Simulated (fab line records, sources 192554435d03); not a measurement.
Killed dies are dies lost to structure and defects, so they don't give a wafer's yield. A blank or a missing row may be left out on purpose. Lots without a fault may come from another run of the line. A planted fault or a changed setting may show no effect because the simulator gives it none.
Split-lot experiment | flow n5_finfet | 7 lots, 21 wafers read, on a route of 1938 steps

THE SPLIT
At N5_BEOL_M14_ILD_DEP_00 (deposits SiO2 from TEOS/O2, target thk 1119.3 nm, time 237.4 s), the setting time_s was moved away from the recipe's 237.4 s on 4 of the 21 wafers read, by -10.7% to -3.8%. The other wafers ran this setting at the recipe's value.

The file shows no step between the split and the reading.

THE READING
M14_ILD_THK, in nm, at N5_BEOL_M14_THK_MEAS_01. Fault-free wafers of this fab line usually give 1129 nm, standard deviation 15 nm.

wafer  | tool, chamber at the split | time_s as run, s | against the recipe | M14_ILD_THK, nm | against lot-mates on the recipe
L074.1 | pecvd-04, 1                | 237.4            | recipe             | 1135            | -
L074.2 | pecvd-04, 2                | 237.4            | recipe             | 1124            | -
L074.3 | pecvd-04, 0                | 237.4            | recipe             | 1121            | -
L079.2 | pecvd-01, 2                | 237.4            | recipe             | 1106            | -
L079.3 | pecvd-01, 0                | 212              | -10.7%             | 990             | -133
L079.4 | pecvd-01, 0                | 237.4            | recipe             | 1140            | -
L080.1 | pecvd-01, 0                | 237.4            | recipe             | 1141            | -
L080.2 | pecvd-01, 2                | 212.5            | -10.5%             | 1003            | -141
L080.5 | pecvd-01, 2                | 237.4            | recipe             | 1147            | -
L082.1 | pecvd-02, 0                | 237.4            | recipe             | 1109            | -
L082.3 | pecvd-02, 2                | 237.4            | recipe             | 1105            | -
L082.4 | pecvd-02, 0                | 237.4            | recipe             | 1133            | -
L085.1 | pecvd-04, 1                | 237.4            | recipe             | 1119            | -
L085.3 | pecvd-04, 0                | 224.7            | -5.3%              | 1046            | -81
L085.4 | pecvd-04, 1                | 237.4            | recipe             | 1135            | -
L089.1 | pecvd-04, 1                | 228.4            | -3.8%              | 1093            | -44
L089.3 | pecvd-04, 2                | 237.4            | recipe             | 1133            | -
L089.5 | pecvd-04, 0                | 237.4            | recipe             | 1140            | -
L091.1 | pecvd-01, 1                | 237.4            | recipe             | 1103            | -
L091.2 | pecvd-01, 2                | 237.4            | recipe             | 1108            | -
L091.5 | pecvd-01, 1                | 237.4            | recipe             | 1136            | -

THE FIT
A straight line over all 21 wafers: M14_ILD_THK changes by +12.3 nm for each +1% of time_s; r = +0.95; the points scatter about the line by 14 nm.
The same after taking each lot's own level away (the mean of its wafers on the recipe; 21 wafers): +13.1 nm for each +1%; r = +0.97; scatter 11 nm.
On that fit, the largest move of time_s shifts the reading by 1.4e+02 nm.
The lots' own levels span 1115.7 to 1144.0 nm, that is 1.9 times the standard deviation above.
So the lot-to-lot level changes the slope little: the two slopes agree.
Check: with one of the wafers moved furthest among these (-10.7%) left out of the fit, the line predicts -145 nm for it against its lot-mates. It came out at -133 nm against them.

OTHER SPLITS ON THESE WAFERS
These wafers also went through other splits before the reading. Each is held against what the fit with the lots' levels taken away leaves over:
other split on the same wafers | wafers away from the commonest value | r with M14_ILD_THK (lot level and that fit taken away)
N5_BEOL_M13_ILD_DEP_00 time_s  | 4                                    | -0.07

THE WHOLE CHAIN: every reading that the file lists as answering this split, in the file's order
step                    | what it does                                                   | reading                                                                             | change (the file's fit)              | r (the file's)
N5_BEOL_M14_ILD_DEP_00  | deposits SiO2 from TEOS/O2, target thk 1119.3 nm, time 237.4 s | SiO2_of_BEOL_M14_ILD_DEP_00.thk_nm (the simulator's own value, which no gauge read) | +13.1 nm for each +1% of the setting | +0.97
N5_BEOL_M14_THK_MEAS_01 |                                                                | M14_ILD_THK                                                                         | +13.1 for each +1% of the setting    | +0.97
N5_BEOL_M14_VIA_ETCH_16 | etches SiO2 in C4F8/O2/Ar, target depth 1231.3 nm              | etch.depth_nm (the simulator's own value, which no gauge read)                      | +13.1 nm for each +1% of the setting | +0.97
N5_BEOL_M14_VIA_ETCH_16 | etches SiO2 in C4F8/O2/Ar, target depth 1231.3 nm              | coat_of_BEOL_M14_COAT_04.thk_nm (the simulator's own value, which no gauge read)    | -3.16 nm for each +1% of the setting | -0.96

THE FILE'S OWN FIT
M14_ILD_THK changes by +13.1 nm for each +1% of time_s, r = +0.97.
